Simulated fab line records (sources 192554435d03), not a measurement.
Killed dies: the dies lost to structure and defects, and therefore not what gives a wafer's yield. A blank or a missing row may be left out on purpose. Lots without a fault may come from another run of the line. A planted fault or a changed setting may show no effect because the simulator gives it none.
A struck lot beside a sound one | flow n5_finfet | 37 out of 1938 route steps
Sound: these wafers, L906.1, L906.2, L906.3. Wafers struck: L899.1, L899.3, L899.5. At the end, the cause is stated.
Order at every step that has rows: each side's tool, ch and its chambers, its first start. Under that, the readings that differ: sound wafers | struck wafers | difference of the means | sigmas: that difference in standard deviations of wafers without a fault.
alike: same words and numbers on both sides, and readings whose means sit less than 2 such deviations apart. not compared: any withheld reading, any reading some wafer has no value for, any bound like >300 that may hide the same value, and any number with overlapping values for which the record gives no deviation.
The two part at a step that has a row with sigmas, a row that says differs or no value, or rows on one side only. Numbers that have no deviation but don't overlap get no sigmas and don't part them. Lack of a reading on every wafer of one side parts them only where that side has two or more wafers.

first, 9 steps without rows for these wafers: N5_BEOL_M3_ANNEAL_95 (time 240 s); N5_BEOL_M3_SPUTTER_96 (material Cu, target thk 4.5 nm, time 8.29 s); N5_BEOL_M3_ECD_50 (material Cu, target thk 300 nm); N5_BEOL_M3_ANNEAL_51 (time 90 s); N5_BEOL_M3_CMP_52 (polishes, stops on SiOC, t overpolish 6.8 s, target thk 40 nm); N5_BEOL_M3_PRE_CLEAN_60 (time 15 s); N5_BEOL_M3_CO_CAP_55 (material Co, precursor CCTBA/H2, target thk 2 nm, time 102.1 s); N5_BEOL_M3_PRE_CLEAN_56 (time 15 s); N5_BEOL_M3_DEP_57 (deposits SiCN from 3MS/NH3, target thk 8 nm, time 14 s).
N5_BEOL_M4_ILD_DEP_00: deposits SiOC from DEMS/O2, target thk 79 nm, time 15.3 s.
  sound on pecvd-01 ch 0,1,2, day 11 19:34; struck on pecvd-03 ch 0,2, day 10 07:28
  no value came back on the struck wafers for any of 6 readings (chamber_pressure_Torr (Torr), heater_power_outer_w (W) and others); on the sound wafers chamber_pressure_Torr (Torr) reads 5.013 5.005 5.005
then, 24 steps without rows for these wafers: N5_BEOL_M4_PECVD_72 (deposits SiO2 from TEOS/O2, target thk 16 nm, time 18 s); N5_BEOL_M4_HM_DEP_02 (deposits TiN, target thk 20 nm); N5_BEOL_M4_COAT_61 (time 60 s, resist thk 60 nm); N5_BEOL_M4_COAT_62 (time 60 s, resist thk 12 nm); N5_BEOL_M4_COAT_73 (time 60 s, resist thk 5 nm); N5_BEOL_M4_COAT_05 (resist thk 30 nm); N5_BEOL_M4_EBR_07; N5_BEOL_M4_SOFTBAKE_06 (time 60 s); N5_BEOL_M4_EXPOSE_08 (exposes mask M4); N5_BEOL_M4_PEB_09 (peb time 60 s); N5_BEOL_M4_DEVELOP_10 (develop time 30 s); N5_BEOL_M4_DESCUM_16 (chemistry O2, time 7 s); N5_BEOL_M4_ETCH_74 (etches underlayer in N2/H2, target depth 6.5 nm, time 5.2 s); N5_BEOL_M4_ETCH_63 (etches SiARC in CF4, target depth 15.6 nm, time 26 s); N5_BEOL_M4_ETCH_64 (etches SOC in N2/H2, target depth 75 nm, overetch 22.5 nm, time 121.9 s); N5_BEOL_M4_STRIP_65 (strips in N2/H2); N5_BEOL_M4_STRIP_75 (strips in N2/H2); N5_BEOL_M4_STRIP_66 (strips in CF4); N5_BEOL_M4_HM_OPEN_17 (chemistry Cl2/BCl3, target TiN, target depth 20 nm, overetch 6 nm); N5_BEOL_M4_STRIP_19 (strips in O2); N5_BEOL_M4_COAT_67 (time 60 s, resist thk 60 nm); N5_BEOL_M4_COAT_68 (time 60 s, resist thk 12 nm); N5_BEOL_M4_COAT_76 (time 60 s, resist thk 5 nm); N5_BEOL_M4_COAT_22 (resist thk 30 nm).
N5_BEOL_M4_OCD_MEAS_38:
  sound on ocd-01, day 11 22:53; struck on ocd-02, day 10 10:52
  reading              | sound          | struck | difference                    | sigmas
  trench_depth_nm (nm) | 55.0 55.8 57.0 | - - -  | no value on the struck wafers |
N5_BEOL_M4_RC_MEAS_101:
  the record has rows for the sound wafers here (prober-01 ch 0, day 12 03:27) and none for the struck ones
-- record jumps: 4 days separate the struck wafers' starts on either side; left off in module BEOL_M4, taken up again in module PASSIVATION, whose first shown step is the route's number 1936 --
N5_PASSIVATION_PROBE_49:
  the record has rows for the struck wafers here (prober-01, day 14 20:34) and none for the sound ones

== WHERE THEY PART ==
Last at N5_PASSIVATION_PROBE_49 as far as this record goes, first at N5_BEOL_M4_ILD_DEP_00.

WHY: the cause the simulator had injected
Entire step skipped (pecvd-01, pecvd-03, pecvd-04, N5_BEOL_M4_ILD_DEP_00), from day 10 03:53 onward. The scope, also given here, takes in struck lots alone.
